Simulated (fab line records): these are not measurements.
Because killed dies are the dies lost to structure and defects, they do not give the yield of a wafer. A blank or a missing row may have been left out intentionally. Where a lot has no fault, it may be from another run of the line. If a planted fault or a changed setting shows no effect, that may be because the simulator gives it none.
Matching of chambers :: flow nand harc :: NHARC_A_WL_FILL_STRIP_29 on rie diel-13: 4 sister chambers
The step strips in O2, time 20 s. 14 wafers are shown with their chamber, then 7 later ones without.

WAFERS, EACH WITH ITS CHAMBER
wafer: L320.1
chamber: 0
showerhead plenum p Torr (Torr): 3.74
drypump motor current A (A): 6.2
oes product au (a.u.): 0.995

wafer: L320.2
chamber: 2
showerhead plenum p Torr (Torr): 3.63
drypump motor current A (A): 5.5
oes product au (a.u.): 1.008

wafer: L320.3
chamber: 1
showerhead plenum p Torr (Torr): 3.66
drypump motor current A (A): 5.3
oes product au (a.u.): 0.998

wafer: L319.2
chamber: 1
showerhead plenum p Torr (Torr): 3.66
drypump motor current A (A): 5.4
oes product au (a.u.): 1.000

wafer: L319.3
chamber: 3
showerhead plenum p Torr (Torr): 3.29
drypump motor current A (A): 5.8
oes product au (a.u.): 1.009

wafer: L319.6
chamber: 2
showerhead plenum p Torr (Torr): 3.63
drypump motor current A (A): 5.6
oes product au (a.u.): 1.016

wafer: L322.3
chamber: 3
showerhead plenum p Torr (Torr): 3.29
drypump motor current A (A): 5.8
oes product au (a.u.): 1.017

wafer: L322.4
chamber: 1
showerhead plenum p Torr (Torr): 3.66
drypump motor current A (A): 5.4
oes product au (a.u.): 1.003

wafer: L322.6
chamber: 3
showerhead plenum p Torr (Torr): 3.29
drypump motor current A (A): 5.8
oes product au (a.u.): 1.012

wafer: L330.1
chamber: 0
showerhead plenum p Torr (Torr): 3.74
drypump motor current A (A): 6.2
oes product au (a.u.): 1.006

wafer: L330.5
chamber: 0
showerhead plenum p Torr (Torr): 3.74
drypump motor current A (A): 6.2
oes product au (a.u.): 1.008

wafer: L330.6
chamber: 1
showerhead plenum p Torr (Torr): 3.65
drypump motor current A (A): 5.5
oes product au (a.u.): 1.005

wafer: L331.1
chamber: 0
showerhead plenum p Torr (Torr): 3.74
drypump motor current A (A): 6.2
oes product au (a.u.): 0.997

wafer: L331.2
chamber: 2
showerhead plenum p Torr (Torr): 3.63
drypump motor current A (A): 5.5
oes product au (a.u.): 1.008

SIGNATURES (averages over the wafers above)
reading: showerhead plenum p Torr
chamber 0: 3.7400
chamber 1: 3.6575
chamber 2: 3.6300
chamber 3: 3.2900
scatter within a chamber: 0.00274

reading: drypump motor current A
chamber 0: 6.200
chamber 1: 5.400
chamber 2: 5.533
chamber 3: 5.800
scatter within a chamber: 0.0516

reading: oes product au
chamber 0: 1.00150
chamber 1: 1.00150
chamber 2: 1.01067
chamber 3: 1.01267
scatter within a chamber: 0.00479
Rule: for each reading, subtract the chamber's mean from the wafer's reading, divide by that reading's scatter and square the result; add these up over the readings and take the root, which gives the wafer's distance from the chamber. The wafer belongs to the nearest chamber; if the next one is less than 2 further off, it can't be placed. The scatter: the root of (the sum of the squares of (reading less its chamber's mean) over the shown wafers, divided by (wafers less chambers)).

WAFERS WITH NO CHAMBER GIVEN
wafer: L331.4
showerhead plenum p Torr (Torr): 3.29
drypump motor current A (A): 5.8
oes product au (a.u.): 1.012

wafer: L332.1
showerhead plenum p Torr (Torr): 3.74
drypump motor current A (A): 6.3
oes product au (a.u.): 1.016

wafer: L332.3
showerhead plenum p Torr (Torr): 3.65
drypump motor current A (A): 5.4
oes product au (a.u.): 1.003

wafer: L332.4
showerhead plenum p Torr (Torr): 3.62
drypump motor current A (A): 5.6
oes product au (a.u.): 1.020

wafer: L333.4
showerhead plenum p Torr (Torr): 3.62
drypump motor current A (A): 5.6
oes product au (a.u.): 1.017

wafer: L333.5
showerhead plenum p Torr (Torr): 3.65
drypump motor current A (A): 5.4
oes product au (a.u.): 0.986

wafer: L333.6
showerhead plenum p Torr (Torr): 3.74
drypump motor current A (A): 6.3
oes product au (a.u.): 1.008

EACH ONE'S CHAMBER
wafer: L331.4
from the rows above: 3
in truth: 3

wafer: L332.1
from the rows above: 0
in truth: 0

wafer: L332.3
from the rows above: 1
in truth: 1

wafer: L332.4
from the rows above: 2
in truth: 2

wafer: L333.4
from the rows above: 2
in truth: 2

wafer: L333.5
from the rows above: 1
in truth: 1

wafer: L333.6
from the rows above: 0
in truth: 0
7 of 7 placed correctly. From these rows, 0 cannot be placed. 0 placed wrongly.
